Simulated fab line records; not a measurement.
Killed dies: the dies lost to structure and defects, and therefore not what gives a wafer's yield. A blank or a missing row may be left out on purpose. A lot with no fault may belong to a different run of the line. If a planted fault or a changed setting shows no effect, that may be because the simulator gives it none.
Chamber matching    flow nand-harc    NHARC_P_M2_DESCUM_14 on rie-diel-05: 4 sister chambers
The step chemistry O2, time 3 s. 8 wafers are shown with their chamber, then 8 later ones without.

## WAFERS WITH THEIR CHAMBER
wafer   chamber  showerhead-plenum-p-Torr (Torr)  drypump-motor-current-A (A)
L074.1  1        1.97                             6.2
L087.6  2        1.79                             6.2
L088.1  2        1.79                             6.2
L088.5  0        1.96                             5.4
L090.2  3        1.96                             6.1
L090.3  1        1.96                             6.1
L090.6  3        1.96                             6.0
L092.4  0        1.96                             5.4

## WAFERS WITH NO CHAMBER GIVEN
wafer   showerhead-plenum-p-Torr (Torr)  drypump-motor-current-A (A)
L092.5  1.96                             6.0
L092.6  1.96                             5.4
L093.2  1.79                             6.2
L093.3  1.96                             6.2
L093.6  1.79                             6.1
L096.2  1.96                             5.4
L096.3  1.79                             6.2
L096.4  1.79                             6.2

## CHAMBER TAKEN BY EACH
wafer   from the rows above      in truth
L092.5  3                        3
L092.6  0                        0
L093.2  2                        2
L093.3  can't be placed: 1 or 3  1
L093.6  2                        2
L096.2  0                        0
L096.3  2                        2
L096.4  2                        2
7 of 8 placed correctly. From these rows, 1 cannot be placed; in 1 the true chamber is one of the candidates. Number placed wrongly: 0.
How it was worked out, from the rows above alone: a wafer's distance from a chamber is the root of the sum, over the readings, of the square of ((its reading less the chamber's mean) divided by the reading's scatter). The wafer belongs to the nearest chamber; if the next one is less than 2 further off, it can't be placed. The mean given for a chamber averages the wafers shown for that chamber. The scatter: the root of (the sum of the squares of (reading less its chamber's mean) over the shown wafers, divided by (wafers less chambers)).
